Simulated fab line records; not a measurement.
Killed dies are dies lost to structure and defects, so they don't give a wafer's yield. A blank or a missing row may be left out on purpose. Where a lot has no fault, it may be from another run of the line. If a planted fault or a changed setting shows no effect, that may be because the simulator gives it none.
fab line records	flow n5Finfet
record: lots: 7	wafers: 21
route steps=1938 shown ZERO_LAYER@4 FIN_SAQP@102 FIN_CUT@169 DUMMY_GATE@220
startH: hours from the record's first day to the start of the lot's first wafer shown	waitH: how many hours have passed since the lot's step before this one	" as in the row above	L1.1+2: one row covering several wafers at once	- value missing, or start not given	* or withheld: withheld	< > ~ a bound
route shown NAME@n: NAME is a module with steps in the file, n the number in the route of the first one	usual: the fault-free wafers' mean and standard deviation	same: alike in all rows	chamber/n: place in a boat	sites: per-site readings	_std_site: how widely they spread, as a standard deviation	_edge_site: the outer-site mean with the inner-site mean subtracted	radiusMm: how far each site lies from the wafer's centre	mask NAME#n: copy n	behind: the tool/chamber that last shaped the wafer	hold: reason for holding the lot/hours on hold/outcome of the hold	device: which transistor (n, p or np) failed to switch	end of line: the route-end tests of the same wafers	where a step has no rows: the recipe by itself	killed: dies that structure and defects cost at the first sort, which is not the same as the wafer's yield	map: per-die view of a wafer (x killed, . not killed, _ where there is no die)
set.NAME: the setting that was run; set.NAME@STEP: the one run at that earlier step	model.NAME: the simulator's own value behind a step, which no gauge read
lots with deliberately changed settings; one table per step, one row per wafer
== steps ==
step: N5_ZERO_LAYER_PECVD_02
recipe: material: SiO2	targetThkA: 100	tempC: 400	precursor: SiH4/N2O	pressureTorr: 0.75	rfW: 275	timeS: 6
lot.wafer	tool	chamber	startH	waitH	set.timeS	model.SiO2_of_ZERO_LAYER_PECVD_02.thkNm
L076.1	pecvd-04	0	24.28	0.0	6.804	10.92
L076.2	"	1	"	"	6	9.559
L076.4	"	1	"	"	6	9.983
L079.2	pecvd-01	0	42.28	0.0	6	10.09
L079.5	"	2	"	"	6	10.08
L079.6	"	1	"	"	6	10.27
L080.1	pecvd-03	1	48.28	0.0	6	9.896
L080.4	"	0	"	"	6	9.857
L080.6	"	1	"	"	6.659	11.1
L092.4	pecvd-03	0	120.31	0.1	6.78	11.51
L092.5	"	1	"	"	6.78	11.55
L092.6	"	2	"	"	6.78	11.42
L093.2	pecvd-03	1	126.28	0.0	6	10.03
L093.3	"	0	"	"	6.573	11.07
L093.4	"	2	"	"	6	10.23
L094.4	pecvd-04	2	132.31	0.1	6	10.31
L094.5	"	1	"	"	6	10.24
L094.6	"	0	"	"	6	9.98
L096.1	pecvd-03	2	144.28	0.0	6	9.97
L096.2	"	0	"	"	6	10.1
L096.4	"	0	"	"	6	10.29
step: N5_ZERO_LAYER_COAT_05
recipe: spinRpm: 1500	resistThkNm: 1000
lot.wafer	tool	chamber	startH	waitH	set.spinRpm	model.coat_of_ZERO_LAYER_COAT_05.thkNm
L076.1	lithoTrack-01	0	-	-	1500	1004
L076.2	"	0	"	"	1613	968.2
L076.4	"	0	"	"	1500	1003
L079.2	lithoTrack-05	0	-	-	1500	1004
L079.5	"	0	"	"	1500	1006
L079.6	"	0	"	"	1500	1003
L080.1+4	lithoTrack-01	0	-	-	1500	1002
L080.6	"	0	"	"	1500	1004
L092.4	lithoTrack-04	0	-	-	1500	1007
L092.5	"	0	"	"	1500	1003
L092.6	"	0	"	"	1500	1005
L093.2	lithoTrack-05	0	-	-	1500	998.6
L093.3	"	0	"	"	1500	998.5
L093.4	"	0	"	"	1500	993.1
L094.4	lithoTrack-01	0	-	-	1500	1002
L094.5	"	0	"	"	1500	999.6
L094.6	"	0	"	"	1500	1004
L096.1	lithoTrack-05	0	-	-	1450	1013
L096.2	"	0	"	"	1450	1011
L096.4	"	0	"	"	1500	996.3
step: N5_ZERO_LAYER_EXPOSE_08
recipe: maskId: ZERO	na: 0.55	sourceShape: conventional	sigmaOuter: 0.8	polarization: unpolarized	defocusNm: 0	targetCdNm: 2000	doseMj: 16.2
lot.wafer	tool	chamber	startH	waitH	mask	set.doseMj
L076.1+2	krfScanner-02	0	24.49	-	ZERO#0	16.2
L076.4	"	0	"	"	ZERO#0	15.22
L079.2+5+6	krfScanner-01	0	42.47	-	ZERO#0	16.2
L080.1+6	krfScanner-02	0	48.59	-	ZERO#0	15.02
L080.4	"	0	"	"	ZERO#0	16.2
L092.4+5+6	krfScanner-01	0	120.61	-	ZERO#0	16.2
L093.2+3+4	krfScanner-02	0	126.60	-	ZERO#0	16.2
L094.4+5+6	krfScanner-01	0	132.61	-	ZERO#0	16.2
L096.1+4	krfScanner-01	0	144.46	-	ZERO#0	16.2
L096.2	"	0	"	"	ZERO#0	15.23
step: N5_ZERO_LAYER_DEVELOP_10
recipe: developTimeS: 60	rinseLiquid: diw	dry: airSpin	devTempC: 21
lot.wafer	tool	chamber	startH	waitH	set.developTimeS
L076.1+2+4	lithoTrack-01	0	-	-	60
L079.2+5	lithoTrack-05	0	-	-	53.56
L079.6	"	0	"	"	60
L080.1+4	lithoTrack-04	0	-	-	60
L080.6	"	0	"	"	70.5
L092.4+5	lithoTrack-05	0	-	-	60
L092.6	"	0	"	"	68.93
L093.2+3+4	lithoTrack-01	0	-	-	60
L094.4+5+6	lithoTrack-04	0	-	-	60
L096.1+2+4	lithoTrack-01	0	-	-	60
step: N5_ZERO_LAYER_HARDBAKE_23
recipe: tempC: 130	timeS: 120
step: N5_ZERO_LAYER_CD_MEAS_11
recipe: targetCdNm: 2000	landingEnergyEv: 500	detector: seInlens
usual: cdNm: 2000.8/2
lot.wafer	tool	chamber	startH	waitH	set.doseMj@ZERO_LAYER_EXPOSE_08	cdNm
L076.1	cdSem-03	0	24.66	-	16.2	1997.8
L076.2	"	0	"	"	16.2	1999.4
L076.4	"	0	"	"	15.22	1985.9
L079.2	cdSem-01	0	42.65	-	16.2	1998.9
L079.5	"	0	"	"	16.2	1997.7
L079.6	"	0	"	"	16.2	1997.4
L080.1	cdSem-01	0	48.77	-	15.02	1986.5
L080.4	"	0	"	"	16.2	2001.8
L080.6	"	0	"	"	15.02	1990.8
L092.4	cdSem-03	0	120.77	-	16.2	2000.3
L092.5	"	0	"	"	16.2	1999.5
L092.6	"	0	"	"	16.2	2006.5
L093.2	cdSem-01	0	126.77	-	16.2	2000.8
L093.3	"	0	"	"	16.2	2000.0
L093.4	"	0	"	"	16.2	2002.6
L094.4	cdSem-01	0	132.77	-	16.2	1998.8
L094.5	"	0	"	"	16.2	2000.6
L094.6	"	0	"	"	16.2	1998.9
L096.1	cdSem-01	0	144.64	-	16.2	2002.9
L096.2	"	0	"	"	15.23	1992.5
L096.4	"	0	"	"	16.2	2005.5
step: N5_ZERO_LAYER_DESCUM_16
recipe: chemistry: O2	timeS: 7.9	sourcePowerW: 50	biasPowerW: 20	pressureMtorr: 20	rfFrequencyHz: 2.712e+07	tempC: 40	o2FlowSccm: 225
lot.wafer	tool	chamber	startH	waitH	set.doseMj@ZERO_LAYER_EXPOSE_08	model.ZERO_LAYER.cdNm
L076.1	rieDiel-05	2	24.92	0.3	16.2	1998
L076.2	"	3	"	"	16.2	2000
L076.4	"	1	"	"	15.22	1986
L079.2	rieDiel-04	1	42.69	0.0	16.2	1999
L079.5+6	"	1,3	"	"	16.2	1998
L080.1	rieDiel-05	2	48.94	0.2	15.02	1986
L080.4	"	1	"	"	16.2	2002
L080.6	"	3	"	"	15.02	1991
L092.4+5	rieDiel-04	3,0	120.81	0.0	16.2	2000
L092.6	"	1	"	"	16.2	2007
L093.2	rieDiel-04	0	126.89	0.1	16.2	2001
L093.3	"	1	"	"	16.2	2000
L093.4	"	2	"	"	16.2	2002
L094.4+6	rieDiel-03	2,1	132.80	0.0	16.2	1999
L094.5	"	2	"	"	16.2	2001
L096.1	rieDiel-05	2	144.68	0.0	16.2	2003
L096.2	"	3	"	"	15.23	-
L096.4	"	1	"	"	16.2	2006
step: N5_ZERO_LAYER_ETCH_17
recipe: chemistry: CF4	target: SiO2	targetDepthA: 120	timeS: 13.3	ionEnergyEv: 350	pressureMtorr: 40	sourceW: 450	biasW: 215	Ar_flow_sccm: 100	cf4FlowSccm: 100
lot.wafer	tool	chamber	startH	waitH	set.spinRpm@ZERO_LAYER_COAT_05	model.coat_of_ZERO_LAYER_COAT_05.thkNm
L076.1	rieDiel-05	2	24.96	0.0	1500	974.9
L076.2	"	3	"	"	1613	938.3
L076.4	"	1	"	"	1500	973.8
L079.2	rieDiel-04	1	42.72	0.0	1500	974.2
L079.5	"	1	"	"	1500	976.9
L079.6	"	3	"	"	1500	974.3
L080.1	rieDiel-05	2	48.97	0.0	1500	972
L080.4	"	1	"	"	1500	971.9
L080.6	"	3	"	"	1500	973.8
L092.4	rieDiel-04	3	120.84	0.0	1500	976.9
L092.5	"	0	"	"	1500	973.1
L092.6	"	1	"	"	1500	975.3
L093.2	rieDiel-04	0	126.93	0.0	1500	968.5
L093.3	"	1	"	"	1500	969
L093.4	"	2	"	"	1500	963.2
L094.4	rieDiel-03	2	132.84	0.0	1500	973.1
L094.5	"	2	"	"	1500	970.3
L094.6	"	1	"	"	1500	974.5
L096.1	rieDiel-05	2	144.71	0.0	1450	982.9
L096.2	"	3	"	"	1450	980.8
L096.4	"	1	"	"	1500	966.6
step: N5_ZERO_LAYER_ETCH_18
recipe: chemistry: HBr/Cl2	target: Si	targetDepthA: 1200	timeS: 40	pressureMtorr: 10	icpW: 800	biasW: 75	HBr_flow_sccm: 150	Cl2_flow_sccm: 80
step: N5_ZERO_LAYER_STRIP_24
recipe: chemistry: O2	powerW: 1000	tempC: 250	overashFraction: 0.3	pressureMtorr: 1000	o2FlowSccm: 6750
usual: stripTimeToEndpointS: 43.89/0.1
lot.wafer	tool	chamber	startH	waitH	set.spinRpm@ZERO_LAYER_COAT_05	stripTimeToEndpointS
L076.1	plasmaAsher-02	0	25.14	0.1	1500	44.01
L076.2	"	1	"	"	1613	42.89
L076.4	"	1	"	"	1500	43.93
L079.2	plasmaAsher-02	0	42.90	0.1	1500	43.93
L079.5	"	0	"	"	1500	44.03
L079.6	"	1	"	"	1500	43.95
L080.1	plasmaAsher-01	0	49.15	0.1	1500	43.87
L080.4	"	1	"	"	1500	43.91
L080.6	"	1	"	"	1500	43.92
L092.4	plasmaAsher-02	1	121.05	0.1	1500	44.04
L092.5	"	1	"	"	1500	43.91
L092.6	"	0	"	"	1500	44.00
L093.2	plasmaAsher-02	1	127.11	0.1	1500	43.82
L093.3	"	1	"	"	1500	43.82
L093.4	"	0	"	"	1500	43.63
L094.4	plasmaAsher-01	1	133.04	0.1	1500	43.91
L094.5	"	0	"	"	1500	43.84
L094.6	"	1	"	"	1500	43.96
L096.1	plasmaAsher-01	1	144.89	0.1	1450	44.22
L096.2	"	0	"	"	1450	44.18
L096.4	"	1	"	"	1500	43.75
step: N5_FIN_SAQP_HM_DEP_72
recipe: material: SiO2	targetThkA: 120	tempC: 400	precursor: SiH4/N2O	pressureTorr: 0.75	rfW: 275	timeS: 7.2
lot.wafer	tool	chamber	startH	waitH	set.timeS	model.SiO2_of_FIN_SAQP_HM_DEP_72.thkNm
L076.1	pecvd-02	0	33.62	0.0	7.2	12.05
L076.2	"	1	"	"	7.791	12.65
L076.4	"	0	"	"	7.791	13.3
L079.2	pecvd-04	0	51.45	0.0	7.2	11.9
L079.5	"	1	"	"	7.604	12.85
L079.6	"	2	"	"	7.604	12.7
L080.1	pecvd-02	1	57.29	0.0	7.2	11.76
L080.4	"	1	"	"	7.6	12.9
L080.6	"	0	"	"	7.6	12.94
L092.4	pecvd-03	1	129.07	0.1	6.547	11.19
L092.5	"	2	"	"	7.2	12.07
L092.6	"	0	"	"	7.2	12.16
L093.2	pecvd-03	0	136.62	0.0	6.202	10.54
L093.3	"	2	"	"	7.2	12.09
L093.4	"	1	"	"	7.2	12.35
L094.4	pecvd-04	0	141.47	0.1	7.2	12.1
L094.5	"	2	"	"	7.2	12.06
L094.6	"	1	"	"	7.2	12.17
L096.1	pecvd-02	1	153.23	0.0	6.305	10.52
L096.2	"	0	"	"	7.2	12.18
L096.4	"	2	"	"	6.305	10.65
step: N5_FIN_SAQP_DESCUM_21
recipe: chemistry: O2	timeS: 7.9	sourcePowerW: 50	biasPowerW: 20	pressureMtorr: 20	rfFrequencyHz: 2.712e+07	tempC: 40	resist: CAR-ArF	o2FlowSccm: 225
lot.wafer	tool	chamber	startH	waitH	set.timeS	model.CAR-ArF_of_FIN_SAQP_COAT_10.thkNm
L076.1	rieDiel-01	1	40.48	0.0	8.781	83.24
L076.2	"	2	"	"	8.781	83.17
L076.4	"	3	"	"	7.9	83.66
L079.2	rieDiel-01	1	52.16	0.2	8.878	82.82
L079.5	"	1	"	"	8.878	82.69
L079.6	"	2	"	"	8.878	82.76
L080.1	rieDiel-06	1	57.83	0.0	7.9	83.99
L080.4	"	0	"	"	7.9	83.78
L080.6	"	1	"	"	7.9	84.04
L092.4	rieDiel-01	1	129.59	0.0	7.9	83.59
L092.5	"	3	"	"	9.379	82.62
L092.6	"	2	"	"	7.9	83.42
L093.2	rieDiel-01	3	137.04	0.0	7.9	83.17
L093.3	"	2	"	"	7.09	83.85
L093.4	"	1	"	"	7.9	83.47
L094.4	rieDiel-01	3	141.86	0.0	7.9	83.79
L094.5	"	2	"	"	7.9	83.78
L094.6	"	3	"	"	7.9	83.32
L096.1	rieDiel-06	0	154.10	0.4	7.9	83.45
L096.2	"	1	"	"	7.9	83.43
L096.4	"	2	"	"	9.54	82.41
step: N5_FIN_SAQP_ETCH_51
recipe: chemistry: CF4	target: SiARC	targetDepthA: 455	maskMaterial: CAR-ArF	timeS: 75.8	ionEnergyEv: 80	pressureMtorr: 40	sourceW: 545	biasW: 36	Ar_flow_sccm: 100	cf4FlowSccm: 100	ends: cleared
lot.wafer	tool	chamber	startH	waitH	set.timeS@FIN_SAQP_DESCUM_21	model.CAR-ArF_of_FIN_SAQP_COAT_10.thkNm
L076.1	rieDiel-01	1	40.51	0.0	8.781	50.47
L076.2	"	2	"	"	8.781	50.33
L076.4	"	3	"	"	7.9	50.95
L079.2	rieDiel-01	1	52.20	0.0	8.878	50.18
L079.5	"	1	"	"	8.878	49.94
L079.6	"	2	"	"	8.878	50.12
L080.1	rieDiel-06	1	57.87	0.0	7.9	51.42
L080.4	"	0	"	"	7.9	51.18
L080.6	"	1	"	"	7.9	51.4
L092.4	rieDiel-01	1	129.63	0.0	7.9	50.95
L092.5	"	3	"	"	9.379	49.95
L092.6	"	2	"	"	7.9	50.72
L093.2	rieDiel-01	3	137.07	0.0	7.9	50.6
L093.3	"	2	"	"	7.09	51.18
L093.4	"	1	"	"	7.9	50.87
L094.4	rieDiel-01	3	141.90	0.0	7.9	51.23
L094.5	"	2	"	"	7.9	51.2
L094.6	"	3	"	"	7.9	50.68
L096.1	rieDiel-06	0	154.13	0.0	7.9	50.86
L096.2	"	1	"	"	7.9	50.81
L096.4	"	2	"	"	9.54	49.7
step: N5_FIN_SAQP_ETCH_52
recipe: chemistry: N2/H2	target: SOC	targetDepthA: 1000	overetchA: 200	maskMaterial: SiARC	tempC: 40	timeS: 150	ionEnergyEv: 200	pressureMtorr: 30	sourceW: 840	biasW: 150	n2FlowSccm: 200	h2FlowSccm: 200	ends: endPoint
step: N5_FIN_SAQP_STRIP_53
recipe: chemistry: N2/H2	tempC: 40	n2FlowSccm: 200	h2FlowSccm: 200	rfFrequencyHz: 6e+07
step: N5_FIN_SAQP_HM_OPEN_73
recipe: chemistry: CHF3/O2	target: SiO2	stopOn: a-Si	targetDepthA: 120	overEtchFrac: 1.8	maskMaterial: SOC	timeS: 16.8	pressureMtorr: 30	sourceW: 650	biasW: 170	Ar_flow_sccm: 200	CHF3_flow_sccm: 50	O2_flow_sccm: 5	ionEnergyEv: 200	ends: endPoint
lot.wafer	tool	chamber	startH	waitH	set.timeS@FIN_SAQP_HM_DEP_72	model.etch.depthNm
L076.1	rieDiel-01	1	40.67	0.0	7.2	12.05
L076.2	"	2	"	"	7.791	12.65
L076.4	"	3	"	"	7.791	13.3
L079.2	rieDiel-01	1	52.36	0.0	7.2	11.9
L079.5	"	1	"	"	7.604	12.85
L079.6	"	2	"	"	7.604	12.7
L080.1	rieDiel-06	1	58.03	0.0	7.2	11.76
L080.4	"	0	"	"	7.6	12.9
L080.6	"	1	"	"	7.6	12.94
L092.4	rieDiel-01	1	129.79	0.0	6.547	11.19
L092.5	"	3	"	"	7.2	12.07
L092.6	"	2	"	"	7.2	12.16
L093.2	rieDiel-01	3	137.23	0.0	6.202	10.54
L093.3	"	2	"	"	7.2	12.09
L093.4	"	1	"	"	7.2	12.35
L094.4	rieDiel-01	3	142.06	0.0	7.2	12.1
L094.5	"	2	"	"	7.2	12.06
L094.6	"	3	"	"	7.2	12.17
L096.1	rieDiel-06	0	154.30	0.0	6.305	10.52
L096.2	"	1	"	"	7.2	12.18
L096.4	"	2	"	"	6.305	10.65
step: N5_FIN_CUT_ETCH_21
recipe: chemistry: N2/H2	target: SOC	targetDepthA: 2190	overetchA: 438	maskMaterial: SiARC	tempC: 40	ionEnergyEv: 100	biasW: 61	timeS: 523.5	pressureMtorr: 30	sourceW: 850	n2FlowSccm: 200	h2FlowSccm: 200
usual: rfVppV: 240.7/1.5
lot.wafer	tool	chamber	startH	waitH	set.biasW	rfVppV	model.SiARC_of_FIN_CUT_COAT_19.thkNm
L076.1	rieDiel-05	2	45.48	0.0	61	241.0	12.2
L076.2	"	1	"	"	55.81	225.6	12.4
L076.4	"	0	"	"	61	242.5	12.2
L079.2	rieDiel-03	2	57.32	0.0	61	239.6	11.8
L079.5	"	3	"	"	61	242.7	11.8
L079.6	"	2	"	"	53.32	219.1	12.6
L080.1	rieDiel-04	0	62.90	0.0	61	240.9	11.6
L080.4	"	2	"	"	50.94	213.3	12.6
L080.6	"	3	"	"	50.94	216.5	12.8
L092.4	rieDiel-05	2	134.37	0.0	61	240.2	12
L092.5	"	3	"	"	61	241.0	11.8
L092.6	"	2	"	"	57.04	230.9	12.4
L093.2	rieDiel-03	0	142.22	0.0	70.35	264.3	11.4
L093.3	"	3	"	"	70.35	265.5	10.8
L093.4	"	2	"	"	61	239.1	12
L094.4	rieDiel-04	2	146.88	0.0	61	238.7	11.6
L094.5	"	3	"	"	61	242.7	11.8
L094.6	"	0	"	"	61	239.5	11.6
L096.1	rieDiel-05	2	159.18	0.0	61	241.1	12
L096.2	"	0	"	"	61	240.2	12
L096.4	"	1	"	"	61	239.2	12
step: N5_DUMMY_GATE_HM_DEP_06
recipe: material: SiNx	targetThkA: 800	precursor: DCS/NH3	tempC: 700	pressureMtorr: 300	timeS: 5141
lot.wafer	tool	chamber	startH	waitH	set.timeS	model.SiNx_of_DUMMY_GATE_HM_DEP_06.thkNm
L076.1	-	-	-	0.0	4845	75.2
L076.2	"	-	"	"	4845	75.4
L076.4	"	-	"	"	4845	75.8
L079.2	-	-	-	0.0	4654	71.2
L079.5	"	-	"	"	4654	72.2
L079.6	"	-	"	"	4654	72.4
L080.1	-	-	-	0.0	5759	90.8
L080.4	"	-	"	"	5759	90
L080.6	"	-	"	"	5759	91
L092.4	-	-	-	0.0	5141	80.4
L092.5	"	-	"	"	5141	80
L092.6	"	-	"	"	5141	80.6
L093.2	-	-	-	0.0	4772	74.6
L093.3	"	-	"	"	4772	73.8
L093.4	"	-	"	"	4772	74.4
L094.4+5	lpcvd-02	0/79,0/84	161.22	0.0	5141	80.8
L094.6	"	0/89	"	"	5141	81.2
L096.1	-	-	-	0.0	5141	80.8
L096.2	"	-	"	"	5141	81.4
L096.4	"	-	"	"	5141	82.2
step: N5_DUMMY_GATE_COAT_28
recipe: resist: underlayer	tempC: 205	timeS: 60	spinRpm: 1500	resistThkNm: 10
lot.wafer	tool	chamber	startH	waitH	set.spinRpm	model.underlayer_of_DUMMY_GATE_COAT_28.thkNm
L076.1+2	lithoTrack-01	0	-	-	1565	9.8
L076.4	"	0	"	"	1500	10
L079.2+5	lithoTrack-05	0	-	-	1612	9.6
L079.6	"	0	"	"	1500	10
L080.1+6	lithoTrack-01	0	-	-	1500	10
L080.4	"	0	"	"	1453	10.2
L092.4+6	lithoTrack-04	0	-	-	1336	10.6
L092.5	"	0	"	"	1500	10
L093.2	lithoTrack-05	0	-	-	1500	10
L093.3+4	"	0	"	"	1351	10.4
L094.4+5+6	lithoTrack-01	0	-	-	1500	10
L096.1+2	lithoTrack-04	0	-	-	1385	10.4
L096.4	"	0	"	"	1500	10
== key ==
split: step: N5_ZERO_LAYER_PECVD_02	setting: timeS	stated: 6	by: wafer
response: step: N5_ZERO_LAYER_PECVD_02	reading: model.SiO2_of_ZERO_LAYER_PECVD_02.thkNm	change: +0.0967	per: 1%	r: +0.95
split: step: N5_ZERO_LAYER_COAT_05	setting: spinRpm	stated: 1500	by: wafer
response: step: N5_ZERO_LAYER_COAT_05	reading: model.coat_of_ZERO_LAYER_COAT_05.thkNm	change: -4.71	per: 1%	r: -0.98
response: step: N5_ZERO_LAYER_ETCH_17	reading: model.coat_of_ZERO_LAYER_COAT_05.thkNm	change: -4.75	per: 1%	r: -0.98
response: step: N5_ZERO_LAYER_STRIP_24	reading: stripTimeToEndpointS	change: *	per: 1%	r: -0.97
split: step: N5_ZERO_LAYER_EXPOSE_08	setting: doseMj	stated: 16.2	by: wafer
response: step: N5_ZERO_LAYER_CD_MEAS_11	reading: cdNm	change: +1.93	per: 1%	r: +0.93
response: step: N5_ZERO_LAYER_DESCUM_16	reading: model.ZERO_LAYER.cdNm	change: +1.93	per: 1%	r: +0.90
split: step: N5_ZERO_LAYER_DEVELOP_10	setting: developTimeS	stated: 60	by: wafer
response none clear
split: step: N5_FIN_SAQP_HM_DEP_72	setting: timeS	stated: 7.2	by: wafer
response: step: N5_FIN_SAQP_HM_DEP_72	reading: model.SiO2_of_FIN_SAQP_HM_DEP_72.thkNm	change: +0.126	per: 1%	r: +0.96
response: step: N5_FIN_SAQP_HM_OPEN_73	reading: model.etch.depthNm	change: +0.126	per: 1%	r: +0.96
split: step: N5_FIN_SAQP_DESCUM_21	setting: timeS	stated: 7.9	by: wafer
response: step: N5_FIN_SAQP_DESCUM_21	reading: model.CAR-ArF_of_FIN_SAQP_COAT_10.thkNm	change: -0.0478	per: 1%	r: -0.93
response: step: N5_FIN_SAQP_ETCH_51	reading: model.CAR-ArF_of_FIN_SAQP_COAT_10.thkNm	change: -0.0503	per: 1%	r: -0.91
split: step: N5_FIN_CUT_ETCH_21	setting: biasW	stated: 61	by: wafer
response: step: N5_FIN_CUT_ETCH_21	reading: rfVppV	change: +1.67	per: 1%	r: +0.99
response: step: N5_FIN_CUT_ETCH_21	reading: model.SiARC_of_FIN_CUT_COAT_19.thkNm	change: -0.0602	per: 1%	r: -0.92
split: step: N5_DUMMY_GATE_HM_DEP_06	setting: timeS	stated: 5141	by: lot
response: step: N5_DUMMY_GATE_HM_DEP_06	reading: model.SiNx_of_DUMMY_GATE_HM_DEP_06.thkNm	change: +0.869	per: 1%	r: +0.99
split: step: N5_DUMMY_GATE_COAT_28	setting: spinRpm	stated: 1500	by: wafer
response: step: N5_DUMMY_GATE_COAT_28	reading: model.underlayer_of_DUMMY_GATE_COAT_28.thkNm	change: -0.05	per: 1%	r: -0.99
